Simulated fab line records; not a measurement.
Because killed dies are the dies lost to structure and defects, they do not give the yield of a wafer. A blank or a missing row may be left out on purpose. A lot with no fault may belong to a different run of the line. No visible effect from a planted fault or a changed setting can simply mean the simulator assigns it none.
Which of the tools did it?	flow nandHarc	11 lots with 33 wafers sampled at 2 steps, on a route of 1302 steps

== WHAT THE GAUGES READ, wafer by wafer ==
NHARC_P_BONDPAD_CD_MEAS_13.
lot	measured	on	cdNm (nm)
L639	day 7 13:26	cdSem-03	500.1 497.1 499.9
L641	day 7 21:30	cdSem-03	500.9 501.4 500.6
L644	day 9 01:41	cdSem-02	500.2 500.4 499.7
L645	day 9 18:52	cdSem-02	502.4 503.0 504.0
L648	day 10 22:32	cdSem-03	501.1 498.8 499.3
L652	day 12 18:52	cdSem-03	500.7 501.9 501.7
L656	day 14 01:54	cdSem-01	500.3 500.0 500.7
L658	day 15 03:30	cdSem-01	501.2 500.1 502.2
L660	day 15 17:23	cdSem-02	501.6 500.5 500.4
L659	day 15 18:12	cdSem-03	498.1 500.2 498.7
L661	day 16 04:02	cdSem-03	500.6 500.3 498.8

== EACH LOT AND THE TOOL THAT RAN IT (in order: tool; ch and the chambers of the sampled wafers; start) ==
lot	NHARC_P_BONDPAD_ETCH_12
L639	rieDiel-02 ch 1,2,3, day 7 13:26 or earlier
L641	rieDiel-02 ch 0,1,2, day 7 21:30 or earlier
L644	rieDiel-10 ch 0,1,2, day 9 01:41 or earlier
L645	rieDiel-02 ch 0,3, day 9 18:52 or earlier
L648	rieDiel-10 ch 0,2, day 10 22:32 or earlier
L652	rieDiel-12 ch 0,2,3, day 12 18:52 or earlier
L656	rieDiel-12 ch 0,1,2, day 14 01:54 or earlier
L658	rieDiel-12 ch 0,3, day 15 03:30 or earlier
L660	rieDiel-12 ch 0,2,3, day 15 17:23 or earlier
L659	rieDiel-10 ch 0,2, day 15 18:12 or earlier
L661	rieDiel-02 ch 0,2,3, day 16 04:02 or earlier
- NHARC_P_BONDPAD_ETCH_12: etches the open film in CHF3/O2, target depth 200 nm, time 100 s.

== THE ANSWER, worked out from the rows above alone ==
Rule: what is usual is taken from the lots themselves. Put in order of their means at a reading, lots are off if they are a third of the lots or fewer, leave a main group of 4 or more, and stand apart from it by a gap of 3 or more times the standard deviation of the main group's means; of several such gaps the widest counts. A main group is skipped when, at the precision printed for the reading in the tables above, its means are all equal. Also off: a lot with no number at a reading for which 4 or more lots have one. Where the step has rows for the other lots, those lots are counted as sound.
Across all readings shown, no lot is off: no conclusion can be drawn from this.

== WHAT WAS PUT IN BY THE SIMULATOR ==
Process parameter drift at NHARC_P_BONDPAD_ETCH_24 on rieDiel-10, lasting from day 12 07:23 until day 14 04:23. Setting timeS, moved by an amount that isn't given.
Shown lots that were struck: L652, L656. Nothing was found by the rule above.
